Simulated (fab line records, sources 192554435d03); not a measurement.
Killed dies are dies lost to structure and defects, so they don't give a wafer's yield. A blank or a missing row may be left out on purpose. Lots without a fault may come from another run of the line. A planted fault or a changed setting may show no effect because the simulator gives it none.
Chamber matching | flow n5_finfet | N5_SDB_STRIP_21 on rie_diel-06: 4 sister chambers
The step strips in CF4. 4 wafers are shown with their chamber, then 11 later ones without.

WAFERS WITH THEIR CHAMBER
wafer  | chamber | drypump_motor_current_A (A)
L089.3 | 3       | 5.7
L092.1 | 0       | 4.8
L092.4 | 2       | 6.4
L091.2 | 1       | 5.6

WAFERS WITHOUT THEIR CHAMBER
wafer  | drypump_motor_current_A (A)
L091.4 | 6.4
L091.5 | 5.6
L093.1 | 5.5
L093.2 | 6.4
L093.6 | 5.5
L096.1 | 4.8
L096.2 | 5.5
L096.5 | 5.5
L097.1 | 5.7
L097.2 | 6.4
L097.4 | 5.6

WHICH CHAMBER EACH WENT THROUGH
wafer  | from the rows above     | in truth
L091.4 | 2                       | 2
L091.5 | can't be placed: 1 or 3 | 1
L093.1 | can't be placed: 1 or 3 | 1
L093.2 | 2                       | 2
L093.6 | can't be placed: 1 or 3 | 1
L096.1 | 0                       | 0
L096.2 | can't be placed: 1 or 3 | 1
L096.5 | can't be placed: 1 or 3 | 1
L097.1 | can't be placed: 3 or 1 | 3
L097.2 | 2                       | 2
L097.4 | can't be placed: 1 or 3 | 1
Placed correctly: 4 of 11. Can't be placed from these rows: 7 (the true chamber is among the candidates in 7). Placed wrongly: 0.
How it was worked out, from the rows above alone: a wafer's distance from a chamber is the root of the sum, over the readings, of the square of ((its reading less the chamber's mean) divided by the reading's scatter). The wafer belongs to the nearest chamber; if the next one is less than 2 further off, it can't be placed. A chamber's mean is the mean of its shown wafers. The scatter: with one shown wafer a chamber, the root of the mean of the squares of how far each hidden wafer lies from its nearest shown one.
